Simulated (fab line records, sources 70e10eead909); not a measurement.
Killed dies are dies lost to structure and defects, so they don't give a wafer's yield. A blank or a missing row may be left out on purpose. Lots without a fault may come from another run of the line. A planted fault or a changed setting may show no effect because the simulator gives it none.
fab line records | flow nand_harc
record lots=24 wafers=72 last_day=34
route steps=1302 shown A_DECK1_JOINT@530 A_ONON_D2@546 A_CHANNEL_HOLE_D2@583
lots that met no fault: from a run of the same line without faults
start_h: hours from the record's first day to the start of the lot's first wafer shown | wait_h: hours since the lot's step before | " the same as in the row above | L1.1+2: a row that stands for several wafers | - no value, or no start given | * or withheld: withheld | < > ~ a bound
route shown NAME@n: a module of which the file shows steps, and the number in the route of the first | usual: mean/standard deviation of fault-free wafers | same: alike in all rows | chamber/n: place in a boat | sites: the reading at each site | _std_site: their standard deviation | _edge_site: outer sites' mean less inner sites' | radius_mm: how far each site lies from the wafer's centre | mask NAME#n: copy n | behind: the tool/chamber that last shaped the wafer | hold: why the lot was held/for how many hours/how that ended | device: the transistor (n, p or np) that didn't switch | end of line: the same wafers' tests at the end of the route | a step without rows: its recipe alone | killed: dies lost to structure and defects at the first sort, not the wafer's yield | map: a wafer's dies, x killed, . not, _ none there
set.NAME: the setting as run; set.NAME@STEP: as run at that earlier step | model.NAME: the simulator's own value behind a step, which no gauge read
steps of the route over a sample of lots; a table a step, a row a wafer
services: from which hour (start_h, from the record's first day; less than 0 if before it) a tool's chamber was out of use, for how many hours, and why
## steps
# step NHARC_A_DECK1_JOINT_ETCHBACK_00
# recipe target_depth_a=300 time_s=17.4 hbr_flow_sccm=150 rf_w=350 icp_w=350 bias_w=60 chemistry=HBr
# usual drypump_motor_current_A=6.0/0.41 hbr_flow_sccm=150.1/0.44 oes_product_au=0.999/0.0072 throttle_valve_pct=23.267/0.0094
# columns lot.wafer tool chamber start_h wait_h drypump_motor_current_A hbr_flow_sccm oes_product_au rf_hours_counter_h throttle_valve_pct
L074.1 rie_si-06 0 242.93 0.1 5.8 150.6 0.992 1.0 23.279
L074.2 " 1 " " 6.2 150.0 0.997 1.0 23.266
L074.3 " 3 " " 5.8 150.0 1.007 1.0 23.269
L075.2 rie_si-03 1 261.79 0.1 5.3 149.6 0.997 0.2 23.258
L075.3 " 3 " " 6.3 150.7 0.991 0.1 23.241
L075.6 " 1 " " 5.3 149.8 0.996 - 23.263
L076.1 rie_si-06 0 272.19 0.1 5.7 150.3 0.998 0.1 23.271
L076.5 " 1 " " 6.1 150.1 1.001 - 23.271
L076.6 " 2 " " 6.0 150.6 0.999 - 23.271
L078.3 rie_si-06 3 281.14 0.1 5.7 150.0 0.994 0.2 23.255
L078.6 " 3 " " 5.7 149.7 1.002 - 23.256
L078.5 " 0 " " 5.8 149.9 0.994 - 23.280
L077.3 rie_si-03 0 288.73 0.1 6.7 150.0 1.002 0.2 23.269
L077.4 " 2 " " 6.1 150.8 0.998 0.4 23.260
L077.5 " 0 " " 6.6 149.9 1.008 - 23.263
L079.1 rie_si-06 3 292.11 0.1 5.8 150.3 0.994 0.3 23.280
L079.6 " 1 " " 6.1 150.1 1.001 - 23.259
L079.5 " 2 " " 6.0 150.3 1.003 - 23.252
L081.4 rie_si-06 0 313.99 0.1 5.8 150.3 0.985 0.3 23.255
L081.3 " 1 " " 6.1 150.5 0.999 0.3 23.269
L081.2 " 2 " " 6.0 149.6 0.998 0.4 23.272
L080.1 rie_si-03 0 317.28 0.1 6.7 150.0 0.996 0.4 23.258
L080.4 " 1 " " 5.3 150.5 0.983 0.5 23.257
L080.5 " 0 " " 6.6 150.0 0.994 - 23.267
L082.3 rie_si-05 0 336.47 0.1 6.1 150.7 0.994 0.1 23.250
L082.2 " 1 " " 5.1 150.9 0.988 0.1 23.265
L082.5 " 0 " " 6.1 150.5 1.001 - 23.250
L083.1 rie_si-05 0 340.01 0.1 6.1 149.9 1.000 0.2 23.274
L083.4 " 1 " " 5.1 150.4 0.994 0.1 23.259
L083.2 " 2 " " 6.0 150.5 0.989 0.2 23.255
L084.1 rie_si-06 0 340.03 0.1 5.8 150.2 0.993 0.5 23.280
L084.2 " 1 " " 6.1 149.5 0.999 0.5 23.264
L084.6 " 3 " " 5.8 149.7 1.004 - 23.277
L085.4 rie_si-06 3 355.75 0.1 5.8 149.7 1.003 0.6 23.269
L085.2 " 1 " " 6.1 149.9 1.007 0.6 23.270
L085.5 " 3 " " 5.7 150.3 1.000 - 23.245
L086.1 rie_si-03 2 355.76 0.1 6.0 150.1 1.000 0.7 23.272
L086.4 " 3 " " 6.3 149.2 1.006 0.7 23.260
L086.5 " 0 " " 6.7 149.8 0.991 - 23.268
L087.2 rie_si-03 2 377.43 0.1 6.1 149.9 1.007 0.8 23.273
L087.3 " 3 " " 6.3 148.9 0.998 0.8 23.263
L087.1 " 0 " " 6.6 150.6 0.995 0.8 23.282
L089.3 rie_si-05 2 391.18 0.1 6.0 150.3 1.010 0.6 23.258
L089.1 " 3 " " 6.6 149.7 1.000 0.5 23.262
L089.5 " 2 " " 6.0 150.1 1.003 - 23.249
L088.2 rie_si-03 1 391.19 0.1 5.3 149.4 1.005 1.0 23.266
L088.3 " 2 " " 6.1 149.7 1.002 0.9 23.273
L088.5 " 3 " " 6.3 150.1 0.994 - 23.258
L090.3 rie_si-06 0 406.69 0.1 5.7 149.9 1.000 0.9 23.244
L090.4 " 2 " " 6.0 150.1 1.000 0.9 23.270
L090.5 " 0 " " 5.7 150.2 1.000 - 23.260
L091.1 rie_si-03 2 409.83 0.1 6.0 150.1 1.010 0 23.256
L091.2 " 1 " " 5.3 150.5 1.002 0 23.271
L091.6 " 3 " " 6.3 150.1 1.004 - 23.277
L092.2 rie_si-03 3 433.65 0.1 6.3 149.6 0.996 0.1 23.261
L092.6 " 0 " " 6.6 150.4 1.000 - 23.273
L092.5 " 1 " " 5.3 149.9 0.996 - 23.267
L093.1 rie_si-06 1 442.33 0.1 6.1 150.5 1.019 0.0 23.272
L093.4 " 2 " " 6.0 149.4 0.995 0.0 23.265
L093.5 " 1 " " 6.1 150.4 1.014 - 23.274
L094.1 rie_si-03 1 451.69 0.1 5.3 150.0 1.002 0.3 23.285
L094.3 " 2 " " 6.1 149.4 1.000 0.3 23.267
L094.4 " 3 " " 6.3 149.5 0.990 0.3 23.264
L095.2 rie_si-06 1 457.82 0.1 6.2 149.2 1.012 0.1 23.270
L095.3 " 3 " " 5.7 150.5 1.004 0.1 23.266
L095.6 " 1 " " 6.1 149.7 1.007 - 23.271
L096.4 rie_si-05 0 469.24 0.1 6.1 150.9 1.006 1.1 23.272
L096.6 " 2 " " 6.0 150.7 1.000 - 23.266
L096.5 " 3 " " 6.6 150.3 0.988 - 23.257
L097.4 rie_si-06 2 485.41 0.1 6.0 149.9 1.000 0.2 23.273
L097.1 " 3 " " 5.8 149.2 0.999 0.2 23.254
L097.2 " 0 " " 5.8 149.7 0.989 0.2 23.278
# step NHARC_A_ONON_D2_THK_MEAS_02
# recipe thk_meas_gauge=ellipsometry
# usual thk_nm=1000/8.2
# columns lot.wafer tool chamber start_h wait_h thk_nm
L074.1 film_metro-02 - 266.46 - 1002
L074.2 " - " " 1001
L074.3 " - " " 1001
L075.2 film_metro-02 - 287.23 - 1017
L075.3 " - " " 1018
L075.6 " - " " 1017
L076.1 film_metro-02 - 296.48 - 995
L076.5 " - " " 994
L076.6 " - " " 995
L078.3 film_metro-02 - 304.86 - 1001
L078.5 " - " " 999
L078.6 " - " " 1000
L079.1 film_metro-01 - 312.96 - 995
L079.5 " - " " 995
L079.6 " - " " 997
L077.3 film_metro-02 - 312.97 - 1001
L077.4 " - " " 1003
L077.5 " - " " 1000
L081.2 film_metro-01 - 335.74 - 995
L081.3 " - " " 993
L081.4 " - " " 993
L080.1 film_metro-01 - 341.80 - 1007
L080.4 " - " " 1007
L080.5 " - " " 1007
L084.1 film_metro-01 - 361.30 - 999
L084.2 " - " " 1001
L084.6 " - " " 999
L082.2 film_metro-02 - 361.31 - 999
L082.3 " - " " 998
L082.5 " - " " 997
L083.1 film_metro-01 - 365.70 - 1001
L083.2 " - " " 1000
L083.4 " - " " 1001
L085.2 film_metro-01 - 380.32 - 988
L085.4 " - " " 987
L085.5 " - " " 989
L086.1 film_metro-01 - 380.33 - 993
L086.4 " - " " 993
L086.5 " - " " 992
L087.1 film_metro-02 - 402.15 - 1014
L087.2 " - " " 1015
L087.3 " - " " 1017
L088.2 film_metro-02 - 427.33 - 990
L088.3 " - " " 991
L088.5 " - " " 990
L089.1 film_metro-01 - 428.73 - 1010
L089.3 " - " " 1009
L089.5 " - " " 1009
L090.3 film_metro-02 - 437.75 - 1000
L090.4 " - " " 999
L090.5 " - " " 998
L091.1 film_metro-02 - 438.09 - 1008
L091.2 " - " " 1009
L091.6 " - " " 1008
L092.2 film_metro-02 - 458.62 - 996
L092.5 " - " " 999
L092.6 " - " " 998
L093.1 film_metro-01 - 465.39 - 983
L093.4 " - " " 983
L093.5 " - " " 981
L094.1 film_metro-02 - 481.26 - 1005
L094.3 " - " " 1007
L094.4 " - " " 1007
L095.2 film_metro-01 - 481.27 - 992
L095.3 " - " " 991
L095.6 " - " " 989
L096.4 film_metro-02 - 500.38 - 1002
L096.5 " - " " 1002
L096.6 " - " " 1002
L097.1 film_metro-02 - 511.24 - 1007
L097.2 " - " " 1006
L097.4 " - " " 1007
# step NHARC_A_ONON_D2_THK_MEAS_11
# recipe thk_meas_gauge=ellipsometry
# usual thk_nm=1000/12
# columns lot.wafer tool chamber start_h wait_h thk_nm
L074.1 film_metro-02 - 268.15 - 1022
L074.2 " - " " 1020
L074.3 " - " " 1020
L075.2 film_metro-01 - 288.92 - 986
L075.3 " - " " 989
L075.6 " - " " 989
L076.1 film_metro-01 - 298.17 - 994
L076.5 " - " " 992
L076.6 " - " " 994
L078.3 film_metro-02 - 306.59 - 982
L078.5 " - " " 982
L078.6 " - " " 983
L079.1 film_metro-01 - 314.66 - 985
L079.5 " - " " 985
L079.6 " - " " 985
L077.3 film_metro-02 - 314.66 - 987
L077.4 " - " " 989
L077.5 " - " " 989
L081.2 film_metro-01 - 337.45 - 988
L081.3 " - " " 990
L081.4 " - " " 989
L080.1 film_metro-02 - 343.51 - 1015
L080.4 " - " " 1014
L080.5 " - " " 1014
L082.2 film_metro-01 - 362.99 - 1006
L082.3 " - " " 1007
L082.5 " - " " 1004
L084.1 film_metro-02 - 363.00 - 1006
L084.2 " - " " 1005
L084.6 " - " " 1007
L083.1 film_metro-02 - 367.41 - 1005
L083.2 " - " " 1004
L083.4 " - " " 1005
L085.2 film_metro-01 - 382.01 - 1011
L085.4 " - " " 1011
L085.5 " - " " 1010
L086.1 film_metro-01 - 382.02 - 1011
L086.4 " - " " 1010
L086.5 " - " " 1010
L087.1 film_metro-01 - 403.85 - 1001
L087.2 " - " " 1001
L087.3 " - " " 1003
L088.2 film_metro-02 - 429.03 - 989
L088.3 " - " " 989
L088.5 " - " " 991
L089.1 film_metro-01 - 430.43 - 1005
L089.3 " - " " 1006
L089.5 " - " " 1005
L090.3 film_metro-02 - 439.43 - 1003
L090.4 " - " " 1000
L090.5 " - " " 1001
L091.1 film_metro-01 - 439.79 - 1011
L091.2 " - " " 1012
L091.6 " - " " 1012
L092.2 film_metro-02 - 460.31 - 1018
L092.5 " - " " 1020
L092.6 " - " " 1018
L093.1 film_metro-01 - 467.08 - 996
L093.4 " - " " 996
L093.5 " - " " 996
L094.1 film_metro-01 - 482.95 - 1011
L094.3 " - " " 1008
L094.4 " - " " 1008
L095.2 film_metro-02 - 482.99 - 1006
L095.3 " - " " 1007
L095.6 " - " " 1006
L096.4 film_metro-01 - 502.24 - 974
L096.5 " - " " 972
L096.6 " - " " 972
L097.1 film_metro-01 - 512.94 - 993
L097.2 " - " " 993
L097.4 " - " " 993
# step NHARC_A_ONON_D2_THK_MEAS_30
# recipe thk_meas_gauge=ellipsometry
# usual thk_nm=1002/11
# columns lot.wafer tool chamber start_h wait_h thk_nm
L074.1 film_metro-02 - 278.68 - 1012
L074.2 " - " " 1013
L074.3 " - " " 1014
L075.2 film_metro-02 - 301.76 - 1008
L075.3 " - " " 1007
L075.6 " - " " 1008
L076.1 film_metro-02 - 308.33 - 993
L076.5 " - " " 995
L076.6 " - " " 993
L078.3 film_metro-02 - 317.28 - 1007
L078.5 " - " " 1005
L078.6 " - " " 1005
L077.3 film_metro-02 - 325.16 - 1004
L077.4 " - " " 1003
L077.5 " - " " 1004
L079.1 film_metro-01 - 325.21 - 996
L079.5 " - " " 994
L079.6 " - " " 995
L081.2 film_metro-02 - 347.97 - 988
L081.3 " - " " 989
L081.4 " - " " 990
L080.1 film_metro-02 - 354.10 - 998
L080.4 " - " " 997
L080.5 " - " " 997
L084.1 film_metro-01 - 373.52 - 1009
L084.2 " - " " 1009
L084.6 " - " " 1012
L082.2 film_metro-01 - 373.58 - 981
L082.3 " - " " 982
L082.5 " - " " 981
L083.1 film_metro-01 - 377.66 - 1010
L083.2 " - " " 1009
L083.4 " - " " 1008
L086.1 film_metro-02 - 393.89 - 1001
L086.4 " - " " 1002
L086.5 " - " " 1001
L085.2 film_metro-01 - 393.90 - 987
L085.4 " - " " 987
L085.5 " - " " 985
L087.1 film_metro-01 - 414.44 - 995
L087.2 " - " " 992
L087.3 " - " " 995
L089.1 film_metro-01 - 439.59 - 1013
L089.3 " - " " 1013
L089.5 " - " " 1014
L088.2 film_metro-02 - 439.60 - 1026
L088.3 " - " " 1023
L088.5 " - " " 1024
L090.3 film_metro-01 - 449.67 - 1003
L090.4 " - " " 1002
L090.5 " - " " 1000
L091.1 film_metro-02 - 449.69 - 992
L091.2 " - " " 993
L091.6 " - " " 992
L092.2 film_metro-01 - 472.99 - 1003
L092.5 " - " " 1006
L092.6 " - " " 1005
L093.1 film_metro-01 - 477.29 - 1023
L093.4 " - " " 1025
L093.5 " - " " 1021
L094.1 film_metro-01 - 493.80 - 1008
L094.3 " - " " 1007
L094.4 " - " " 1007
L095.2 film_metro-02 - 493.80 - 991
L095.3 " - " " 990
L095.6 " - " " 992
L096.4 film_metro-01 - 513.99 - 1003
L096.5 " - " " 1003
L096.6 " - " " 1003
L097.1 film_metro-01 - 523.55 - 1009
L097.2 " - " " 1011
L097.4 " - " " 1008
# step NHARC_A_CHANNEL_HOLE_D2_OVL_MEAS_11
# usual overlay_x_nm=-0.3/0.81 overlay_y_nm=0.3/0.89
# columns lot.wafer tool chamber start_h wait_h overlay_x_nm overlay_y_nm
L074.1 overlay-02 - 282.05 - 0.8 1.1
L074.2 " - " " 0.4 0.5
L074.3 " - " " 0.6 0.1
L075.2 overlay-02 - 307.70 - -1.3 1.4
L075.3 " - " " -1.7 1.2
L075.6 " - " " -1.7 1.2
L076.1 overlay-01 - 311.69 - 0.3 0.5
L076.5 " - " " 0.3 0.4
L076.6 " - " " 0.0 0.4
L078.3 overlay-02 - 323.35 - 0.1 0.9
L078.5 " - " " 0.1 1.3
L078.6 " - " " 0.3 1.4
L077.3 overlay-01 - 331.14 - 0.1 -0.5
L077.4 " - " " -0.5 -0.5
L077.5 " - " " 0.0 -0.7
L079.1 overlay-02 - 331.58 - -0.8 1.5
L079.5 " - " " -0.4 1.7
L079.6 " - " " -0.8 1.2
L081.2 overlay-01 - 351.18 - -0.8 1.3
L081.3 " - " " -0.8 1.4
L081.4 " - " " -0.5 0.9
L080.1 overlay-02 - 359.42 - -1.2 -0.9
L080.4 " - " " -1.3 -0.6
L080.5 " - " " -1.4 -1.2
L084.1 overlay-01 - 377.30 - -0.9 -0.4
L084.2 " - " " -1.2 -0.4
L084.6 " - " " -0.7 -0.2
L082.2 overlay-01 - 377.87 - 1.2 0.3
L082.3 " - " " 1.3 -0.6
L082.5 " - " " 0.9 0.3
L083.1 overlay-01 - 384.73 - -1.9 1.5
L083.2 " - " " -1.9 1.2
L083.4 " - " " -1.5 1.1
L086.1 overlay-01 - 397.13 - -0.4 -1.3
L086.4 " - " " -0.6 -1.4
L086.5 " - " " -0.8 -0.7
L085.2 overlay-02 - 397.32 - -0.4 -0.5
L085.4 " - " " -0.9 -0.1
L085.5 " - " " -0.6 -0.8
L087.1 overlay-01 - 417.81 - 0.6 1.6
L087.2 " - " " -0.3 2.0
L087.3 " - " " -0.2 2.2
L089.1 overlay-01 - 446.58 - -0.2 0.5
L089.3 " - " " -0.3 1.0
L089.5 " - " " -0.7 0.7
L088.2 overlay-02 - 447.39 - 1.3 1.0
L088.3 " - " " 1.4 1.4
L088.5 " - " " 1.3 1.2
L090.3 overlay-02 - 453.01 - 0.9 0.7
L090.4 " - " " 0.0 -0.2
L090.5 " - " " 0.4 -0.2
L091.1 overlay-01 - 453.16 - 0.8 0.0
L091.2 " - " " 1.6 0.0
L091.6 " - " " 0.9 -1.1
L092.2 overlay-01 - 476.27 - -0.8 0.7
L092.5 " - " " -0.6 0.5
L092.6 " - " " -0.6 0.4
L093.1 overlay-01 - 485.30 - -0.5 0.3
L093.4 " - " " -0.1 0.1
L093.5 " - " " -0.5 -0.6
L094.1 overlay-01 - 497.12 - -1.1 -0.6
L094.3 " - " " -0.7 0.3
L094.4 " - " " -0.9 0.1
L095.2 overlay-02 - 497.27 - 0.2 -0.9
L095.3 " - " " 0.1 -1.3
L095.6 " - " " 0.3 -0.7
L096.4 overlay-01 - 517.30 - -0.4 -0.3
L096.5 " - " " 0.4 -0.1
L096.6 " - " " 0.2 -0.8
L097.1 overlay-01 - 528.78 - -0.9 0.9
L097.2 " - " " -0.8 0.5
L097.4 " - " " -0.9 1.1
# step NHARC_A_CHANNEL_HOLE_D2_CD_MEAS_31
# usual cd_nm=89.9/0.87
# columns lot.wafer tool chamber start_h wait_h cd_nm
L074.1 cd_sem-03 - 288.87 - 89.9
L074.2 " - " " 89.0
L074.3 " - " " 91.5
L075.2 cd_sem-02 - 314.75 - 90.3
L075.3 " - " " 91.8
L075.6 " - " " 91.0
L076.1 cd_sem-01 - 318.53 - 89.5
L076.5 " - " " 89.9
L076.6 " - " " 90.0
L078.3 cd_sem-02 - 330.20 0.1 89.1
L078.5 " - " " 89.8
L078.6 " - " " 91.1
L077.3 cd_sem-01 - 340.47 0.1 89.4
L077.4 " - " " 90.0
L077.5 " - " " 90.9
L079.1 cd_sem-02 - 342.27 - 91.6
L079.5 " - " " 89.6
L079.6 " - " " 88.4
L081.2 cd_sem-01 - 358.01 - 89.7
L081.3 " - " " 89.7
L081.4 " - " " 90.1
L080.1 cd_sem-03 - 366.23 - 89.2
L080.4 " - " " 88.9
L080.5 " - " " 89.7
L084.1 cd_sem-02 - 384.10 - 90.3
L084.2 " - " " 89.0
L084.6 " - " " 88.6
L082.2 cd_sem-02 - 388.27 - 90.6
L082.3 " - " " 89.3
L082.5 " - " " 89.6
L083.1 cd_sem-02 - 400.16 - 88.6
L083.2 " - " " 91.0
L083.4 " - " " 89.1
L086.1 cd_sem-02 - 404.81 - 89.9
L086.4 " - " " 89.8
L086.5 " - " " 89.2
L085.2 cd_sem-02 - 407.97 - 89.7
L085.4 " - " " 89.9
L085.5 " - " " 89.4
L087.1 cd_sem-02 - 424.59 - 91.0
L087.2 " - " " 91.2
L087.3 " - " " 90.7
L089.1 cd_sem-03 - 454.01 - 89.4
L089.3 " - " " 89.5
L089.5 " - " " 91.0
L088.2 cd_sem-03 - 454.21 - 89.2
L088.3 " - " " 89.0
L088.5 " - " " 90.0
L090.3 cd_sem-02 - 459.84 - 91.0
L090.4 " - " " 90.3
L090.5 " - " " 89.6
L091.1 cd_sem-03 - 460.25 - 90.0
L091.2 " - " " 91.3
L091.6 " - " " 91.6
L092.2 cd_sem-03 - 483.06 - 89.4
L092.5 " - " " 91.0
L092.6 " - " " 90.4
L093.1 cd_sem-03 - 494.17 - 88.1
L093.4 " - " " 88.0
L093.5 " - " " 89.4
L094.1 cd_sem-01 - 503.91 - 89.8
L094.3 " - " " 91.0
L094.4 " - " " 90.4
L095.2 cd_sem-03 - 504.06 - 89.2
L095.3 " - " " 90.3
L095.6 " - " " 91.2
L096.4 cd_sem-01 - 524.10 - 90.3
L096.5 " - " " 89.9
L096.6 " - " " 90.3
L097.1 cd_sem-03 - 537.62 - 89.3
L097.2 " - " " 89.1
L097.4 " - " " 90.7
## services
# columns tool chamber start_h hours kind
rie_si-03 - 221.00 9.0 pm
rie_si-06 - 249.00 9.0 pm
rie_si-06 0 249.00 9.0 vent_cycle
rie_si-06 1 249.00 9.0 vent_cycle
rie_si-06 2 249.00 9.0 vent_cycle
rie_si-06 3 249.00 9.0 vent_cycle
rie_si-03 0 255.82 17.9 repair
rie_si-06 0 258.00 - clean
rie_si-06 1 258.00 - clean
rie_si-06 2 258.00 - clean
rie_si-06 3 258.00 - clean
rie_si-05 - 305.00 9.0 pm
rie_si-06 0 359.41 6.7 repair
rie_si-05 0 390.17 3.3 repair
rie_si-03 - 398.00 9.0 pm
rie_si-06 - 426.00 9.0 pm
rie_si-06 0 426.00 9.0 vent_cycle
rie_si-06 1 426.00 9.0 vent_cycle
rie_si-06 2 426.00 9.0 vent_cycle
rie_si-06 3 426.00 9.0 vent_cycle
rie_si-06 0 435.00 - clean
rie_si-03 0 468.15 8.7 repair
rie_si-06 0 473.81 7.5 repair
rie_si-05 - 482.00 9.0 pm
## key
fault none
